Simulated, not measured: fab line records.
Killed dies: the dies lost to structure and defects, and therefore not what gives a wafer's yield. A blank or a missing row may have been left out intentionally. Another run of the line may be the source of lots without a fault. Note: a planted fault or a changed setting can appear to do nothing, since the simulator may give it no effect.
Which tool did it?    flow n5-finfet    Sampling: 10 lots, 28 wafers, 6 of 1938 route steps

WHAT EACH GAUGE READ, for each wafer
N5_BEOL_M4_RC_MEAS_101. Usual: DIBL_N 36.0 mV/V, standard deviation 1.7; DIBL_P 36.0 mV/V, standard deviation 2; IOFF_N 0.156 nA/um, standard deviation 0.028; IOFF_P 0.21 nA/um, standard deviation 0.04; ION_N 673 uA/um, standard deviation 12; ION_P 463 uA/um, standard deviation 8.3; SS_N 71.4 mV/dec, standard deviation 0.6; SS_P 73.3 mV/dec, standard deviation 0.66; VT_N 250 mV, standard deviation 3; VT_P -250 mV, standard deviation 3.8.
lot   measured      on         DIBL_N (mV/V)   DIBL_P (mV/V)   IOFF_N (nA/um)     IOFF_P (nA/um)  ION_N (uA/um)  ION_P (uA/um)  SS_N (mV/dec)   SS_P (mV/dec)   VT_N (mV)    VT_P (mV)       flag
L299  day 8 01:18   prober-02  35.8 38.5 35.0  35.5 39.1 35.3  0.155 0.207 0.146  0.16 0.22 0.17  674 680 668    460 454 454    72.5 72.3 70.5  73.2 74.7 73.0  250 248 248  -257 -251 -256  
L303  day 9 11:20   prober-02  39.3 36.9 38.1  39.6 36.2 36.6  0.205 0.154 0.160  0.27 0.21 0.21  676 662 662    471 456 455    72.0 71.2 71.5  75.0 74.1 74.0  248 254 254  -247 -253 -254  
L304  day 9 17:29   prober-01  36.7 38.2 37.4  35.6 37.2 36.1  0.160 0.192 0.167  0.20 0.23 0.21  682 669 680    462 458 463    72.3 71.8 71.4  72.7 73.3 73.8  249 245 247  -252 -249 -249  
L305  day 9 16:02   prober-02  36.1 36.3 36.6  35.1 35.6 35.9  0.155 0.168 0.159  0.20 0.22 0.22  669 681 673    462 465 461    71.7 70.9 71.8  73.6 73.2 74.5  252 248 251  -251 -247 -250  
L306  day 10 00:53  prober-02  36.4 36.6       35.2 36.0       0.160 0.163        0.18 0.19       684 682        468 461        71.0 71.5       73.5 73.7       248 251      -253 -253       
L308  day 10 20:08  prober-01  39.2 32.8       38.8 30.8       0.220 0.107        0.28 0.16       699 658        477 465        72.1 70.5       74.7 72.3       243 254      -247 -252       
L309  day 10 22:46  prober-02  35.4 33.6 35.8  35.3 34.6 36.7  0.164 0.139 0.188  0.23 0.23 0.27  678 672 695    467 474 480    71.0 70.8 71.8  72.4 72.7 73.8  247 248 246  -245 -247 -245  
L315  day 12 11:52  prober-01  34.1 33.2 32.0  35.3 33.7 32.7  0.130 0.116 0.098  0.16 0.15 0.13  660 672 652    447 451 450    71.4 71.2 70.7  72.9 72.9 72.6  252 251 257  -257 -256 -257  
L318  day 13 08:37  prober-02  34.3 34.2 34.4  34.3 33.8 34.6  0.137 0.136 0.143  0.20 0.19 0.21  671 672 675    463 468 472    71.6 70.3 70.9  73.4 72.6 73.2  252 250 249  -247 -249 -245  
L319  day 13 10:40  prober-01  35.1 36.1 35.9  35.2 36.0 36.8  0.132 0.156 0.150  0.16 0.18 0.19  676 674 680    463 461 462    70.9 71.5 71.0  72.4 73.2 72.9  251 250 251  -254 -256 -253  

WHAT TOOL EACH LOT RAN ON (gives the tool, then ch and the chambers of the sampled wafers, and finally the start)
lot   N5_BEOL_M2_PECVD_72              N5_BEOL_M2_SPUTTER_86         N5_BEOL_M2_CMP_52              N5_BEOL_M2_CO_CAP_55              N5_BEOL_M3_ILD_DEP_00
L299  pecvd-01 ch 1,2, day 6 22:13     pvd-sputter-02, day 7 03:34   cmp-02 ch 2,3, day 7 05:26     cvd-co-02 ch 0,2, day 7 05:50     pecvd-04 ch 1,2, day 7 06:04
L303  pecvd-01 ch 0,1, day 7 21:16     pvd-sputter-03, day 8 06:07   cmp-01 ch 1,2,3, day 8 07:46   cvd-co-01 ch 0,1,2, day 8 08:11   pecvd-03 ch 0,2, day 8 08:26
L304  pecvd-01 ch 1,2, day 8 16:35     pvd-sputter-02, day 8 23:56   cmp-01 ch 1,2, day 9 01:32     cvd-co-01 ch 0,1,2, day 9 01:54   pecvd-03 ch 0,1,2, day 9 02:08
L305  pecvd-02 ch 0,1,2, day 8 17:00   pvd-sputter-03, day 8 23:25   cmp-04 ch 0,1,2, day 9 01:05   cvd-co-01 ch 1,2, day 9 01:23     pecvd-02 ch 0,1,2, day 9 01:38
L306  pecvd-01 ch 0,1, day 8 20:44     pvd-sputter-01, day 9 03:06   cmp-01 ch 0,3, day 9 04:49     cvd-co-02 ch 0,1, day 9 05:05     pecvd-02 ch 0,2, day 9 05:19
L308  pecvd-01 ch 1,2, day 9 12:23     pvd-sputter-03, day 9 17:50   cmp-04 ch 0,2, day 9 19:25     cvd-co-01 ch 1, day 9 19:47       pecvd-03 ch 0,2, day 9 20:04
L309  pecvd-01 ch 0,2, day 9 14:01     pvd-sputter-03, day 9 21:07   cmp-04 ch 1,3, day 9 22:42     cvd-co-02 ch 0,1, day 9 23:05     pecvd-03 ch 1,2, day 9 23:22
L315  pecvd-02 ch 0, day 10 21:33      pvd-sputter-01, day 11 09:59  cmp-02 ch 2,3, day 11 11:37    cvd-co-01 ch 0,1,2, day 11 11:57  pecvd-02 ch 1,2, day 11 12:12
L318  pecvd-01 ch 0,1, day 11 16:49    pvd-sputter-02, day 11 23:06  cmp-01 ch 1,2,3, day 12 00:50  cvd-co-02 ch 0,2, day 12 01:13    pecvd-04 ch 0,2, day 12 01:28
L319  pecvd-01 ch 0,1,2, day 11 21:55  pvd-sputter-02, day 12 03:22  cmp-04 ch 0,1,3, day 12 05:07  cvd-co-01 ch 0,1, day 12 05:29    pecvd-03 ch 0,2, day 12 05:46
- N5_BEOL_M2_PECVD_72: deposits SiO2 from TEOS/O2, target thk 16 nm, time 18 s.
- N5_BEOL_M2_SPUTTER_86: material Cu, target thk 4.5 nm, time 8.29 s.
- N5_BEOL_M2_CMP_52: polishes, stops on SiOC, t overpolish 6.8 s, target thk 40 nm.
- N5_BEOL_M2_CO_CAP_55: material Co, precursor CCTBA/H2, target thk 2 nm, time 102.1 s.
- N5_BEOL_M3_ILD_DEP_00: deposits SiOC from DEMS/O2, target thk 79 nm, time 15.3 s.

AS READ BY THE TOOLS THEMSELVES (means over the sampled wafers that have a number; for cases with no such wafer, the mark the record gives instead)
N5_BEOL_M2_PECVD_72. Usual: heater-power-w 715 W, standard deviation 86; showerhead-plenum-p-Torr 8.77 Torr, standard deviation 0.081; throttle-valve-pct 22.0 %, standard deviation 0.99.
lot   tool      heater-power-w (W)  showerhead-plenum-p-Torr (Torr)  throttle-valve-pct (%)  flag
L299  pecvd-01  668                 8.74                             20.7                    
L303  pecvd-01  635                 8.70                             22.6                    
L304  pecvd-01  637                 8.75                             21.6                    
L305  pecvd-02  712                 8.86                             22.5                    
L306  pecvd-01  648                 8.70                             22.6                    
L308  pecvd-01  647                 8.75                             21.4                    
L309  pecvd-01  640                 8.70                             21.6                    
L315  pecvd-02  707                 8.83                             21.7                    
L318  pecvd-01  614                 8.67                             22.6                    
L319  pecvd-01  690                 8.71                             21.6                    

N5_BEOL_M2_SPUTTER_86. Usual: substrate-temp-c -20.02 C, standard deviation 0.1; throttle-valve-pct 29.9 %, standard deviation 0.96.
lot   tool            substrate-temp-c (C)  throttle-valve-pct (%)  flag
L299  pvd-sputter-02  -19.99                29.2                    
L303  pvd-sputter-03  -20.01                30.2                    
L304  pvd-sputter-02  -19.90                28.9                    
L305  pvd-sputter-03  -20.03                30.6                    
L306  pvd-sputter-01  -20.06                30.8                    
L308  pvd-sputter-03  -20.14                30.0                    
L309  pvd-sputter-03  -19.95                30.6                    
L315  pvd-sputter-01  -20.05                31.0                    
L318  pvd-sputter-02  -19.99                29.1                    
L319  pvd-sputter-02  -19.92                29.1                    

N5_BEOL_M2_CMP_52. Usual: barrier-field-endpoint-s 24.5 s, standard deviation 0.67; edge-zone-pressure-frac 0.999, standard deviation 0.0052; motor-current-A 5.9 A, standard deviation 0.53; retaining-ring-pressure-frac 0.999, standard deviation 0.0053; slurry-filter-dp-kPa 13.49 kPa, standard deviation 0.14.
lot   tool    barrier-field-endpoint-s (s)  edge-zone-pressure-frac  motor-current-A (A)  retaining-ring-pressure-frac  slurry-filter-dp-kPa (kPa)  flag
L299  cmp-02  24.4                          0.999                    5.5                  1.003                         13.39                       
L303  cmp-01  24.6                          0.996                    6.2                  0.999                         13.50                       
L304  cmp-01  25.7                          1.000                    6.4                  0.999                         13.38                       
L305  cmp-04  24.0                          0.997                    6.0                  1.001                         13.52                       
L306  cmp-01  23.5                          0.994                    6.0                  1.006                         13.39                       
L308  cmp-04  22.9                          1.005                    6.2                  1.000                         13.40                       
L309  cmp-04  23.6                          1.004                    5.9                  1.003                         13.51                       
L315  cmp-02  23.6                          0.994                    5.7                  0.997                         13.48                       
L318  cmp-01  24.4                          1.001                    6.1                  0.999                         13.49                       
L319  cmp-04  24.3                          1.003                    6.0                  1.000                         13.49                       

N5_BEOL_M2_CO_CAP_55. Usual: heater-power-w reads 221 W (standard deviation 15).
lot   tool       heater-power-w (W)  flag
L299  cvd-co-02  205                 
L303  cvd-co-01  228                 
L304  cvd-co-01  229                 
L305  cvd-co-01  230                 
L306  cvd-co-02  210                 
L308  cvd-co-01  234                 
L309  cvd-co-02  218                 
L315  cvd-co-01  229                 
L318  cvd-co-02  204                 
L319  cvd-co-01  233                 

N5_BEOL_M3_ILD_DEP_00. Usual: heater-power-w 503 W, standard deviation 83; showerhead-plenum-p-Torr 5.695 Torr, standard deviation 0.015; throttle-valve-pct 11.7 %, standard deviation 0.43.
lot   tool      heater-power-w (W)  showerhead-plenum-p-Torr (Torr)  throttle-valve-pct (%)  flag
L299  pecvd-04  472                 5.695                            11.0                    
L303  pecvd-03  569                 5.691                            11.8                    
L304  pecvd-03  544                 5.691                            11.7                    
L305  pecvd-02  485                 5.721                            12.1                    
L306  pecvd-02  522                 5.722                            11.8                    
L308  pecvd-03  558                 5.684                            11.9                    
L309  pecvd-03  564                 5.689                            11.6                    
L315  pecvd-02  508                 5.706                            12.1                    
L318  pecvd-04  435                 5.694                            11.7                    
L319  pecvd-03  604                 5.688                            11.9                    

THE ANSWER, worked out from the rows above alone
Rule: a lot is off if the mean of its wafers that have a number lies more than 3 standard deviations from the usual mean. Also off: a lot with no number at a reading for which 4 or more lots have one. Any other lot the step has rows for is counted as sound. After the gauges, taken in route order, come the tools' own readings; for these a lot's mean is taken, as printed above. The first step at which some lot is off is used, and at that step the reading that is off furthest; a lot without a number counts as furthest.
None of the lots is off at any reading shown; this tells nothing.

WHAT HAD BEEN PUT IN BY THE SIMULATOR
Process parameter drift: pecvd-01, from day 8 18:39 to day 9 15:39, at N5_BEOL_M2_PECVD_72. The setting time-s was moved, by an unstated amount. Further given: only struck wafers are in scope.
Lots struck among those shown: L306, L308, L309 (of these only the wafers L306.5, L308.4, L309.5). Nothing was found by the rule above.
